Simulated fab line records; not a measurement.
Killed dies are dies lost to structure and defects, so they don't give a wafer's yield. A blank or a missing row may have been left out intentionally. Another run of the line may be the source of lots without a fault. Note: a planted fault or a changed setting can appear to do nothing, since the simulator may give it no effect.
Chamber matching / flow n5 finfet / rie si-04 running N5_DUMMY_GATE_TRIM_49: 4 sister chambers
The step chemistry O2, time 29 s, target cd 14 nm. 14 wafers are shown with their chamber, then 7 later ones without.

## WAFERS WITH THEIR CHAMBER
wafer=L074.1; chamber=2; drypump motor current A (A)=5.3; throttle valve pct (%)=8.07; oes product au (a.u.)=0.997
wafer=L074.3; chamber=1; drypump motor current A (A)=5.0; throttle valve pct (%)=8.15; oes product au (a.u.)=1.016
wafer=L074.6; chamber=2; drypump motor current A (A)=5.3; throttle valve pct (%)=8.06; oes product au (a.u.)=0.994
wafer=L079.1; chamber=0; drypump motor current A (A)=5.7; throttle valve pct (%)=8.07; oes product au (a.u.)=1.017
wafer=L079.4; chamber=2; drypump motor current A (A)=5.3; throttle valve pct (%)=8.09; oes product au (a.u.)=0.997
wafer=L079.5; chamber=2; drypump motor current A (A)=5.3; throttle valve pct (%)=8.06; oes product au (a.u.)=0.988
wafer=L080.3; chamber=0; drypump motor current A (A)=5.7; throttle valve pct (%)=8.08; oes product au (a.u.)=1.007
wafer=L080.4; chamber=1; drypump motor current A (A)=5.0; throttle valve pct (%)=8.14; oes product au (a.u.)=1.018
wafer=L080.5; chamber=0; drypump motor current A (A)=5.7; throttle valve pct (%)=8.06; oes product au (a.u.)=1.004
wafer=L085.1; chamber=0; drypump motor current A (A)=5.7; throttle valve pct (%)=8.08; oes product au (a.u.)=1.014
wafer=L085.4; chamber=1; drypump motor current A (A)=4.9; throttle valve pct (%)=8.16; oes product au (a.u.)=1.020
wafer=L085.5; chamber=3; drypump motor current A (A)=6.1; throttle valve pct (%)=8.04; oes product au (a.u.)=0.991
wafer=L086.2; chamber=1; drypump motor current A (A)=4.9; throttle valve pct (%)=8.16; oes product au (a.u.)=1.020
wafer=L086.3; chamber=3; drypump motor current A (A)=6.1; throttle valve pct (%)=8.03; oes product au (a.u.)=0.994

SIGNATURES (means of the wafers above)
reading=drypump motor current A; chamber 0=5.700; chamber 1=4.950; chamber 2=5.300; chamber 3=6.100; scatter within a chamber=0.0316
reading=throttle valve pct; chamber 0=8.0725; chamber 1=8.1525; chamber 2=8.0700; chamber 3=8.0350; scatter within a chamber=0.011
reading=oes product au; chamber 0=1.01050; chamber 1=1.01850; chamber 2=0.99400; chamber 3=0.99250; scatter within a chamber=0.00422
Rule: a wafer lies at a distance from a chamber equal to the root of the sum of squares, over the readings, of (its reading less the chamber's mean, divided by the reading's scatter). If the next closest chamber is less than 2 further off than the closest, the wafer can't be placed; otherwise it belongs to the closest. The scatter is the square root of a quotient: the sum, over the shown wafers, of each reading's squared deviation from its chamber's mean, divided by wafers minus chambers.

## WAFERS MISSING THEIR CHAMBER
wafer=L086.6; drypump motor current A (A)=5.7; throttle valve pct (%)=8.08; oes product au (a.u.)=1.016
wafer=L087.1; drypump motor current A (A)=5.3; throttle valve pct (%)=8.07; oes product au (a.u.)=0.999
wafer=L087.5; drypump motor current A (A)=6.1; throttle valve pct (%)=8.04; oes product au (a.u.)=0.994
wafer=L087.6; drypump motor current A (A)=5.3; throttle valve pct (%)=8.06; oes product au (a.u.)=1.003
wafer=L089.1; drypump motor current A (A)=5.3; throttle valve pct (%)=8.07; oes product au (a.u.)=0.988
wafer=L089.3; drypump motor current A (A)=6.1; throttle valve pct (%)=8.05; oes product au (a.u.)=0.991
wafer=L089.5; drypump motor current A (A)=6.1; throttle valve pct (%)=8.04; oes product au (a.u.)=1.001

## THE CHAMBER EACH PASSED THROUGH
wafer=L086.6; from the rows above=0; in truth=0
wafer=L087.1; from the rows above=2; in truth=2
wafer=L087.5; from the rows above=3; in truth=3
wafer=L087.6; from the rows above=2; in truth=2
wafer=L089.1; from the rows above=2; in truth=2
wafer=L089.3; from the rows above=3; in truth=3
wafer=L089.5; from the rows above=3; in truth=3
Placed correctly: 7 of 7. Number that these rows cannot place: 0. Placed wrongly: 0.
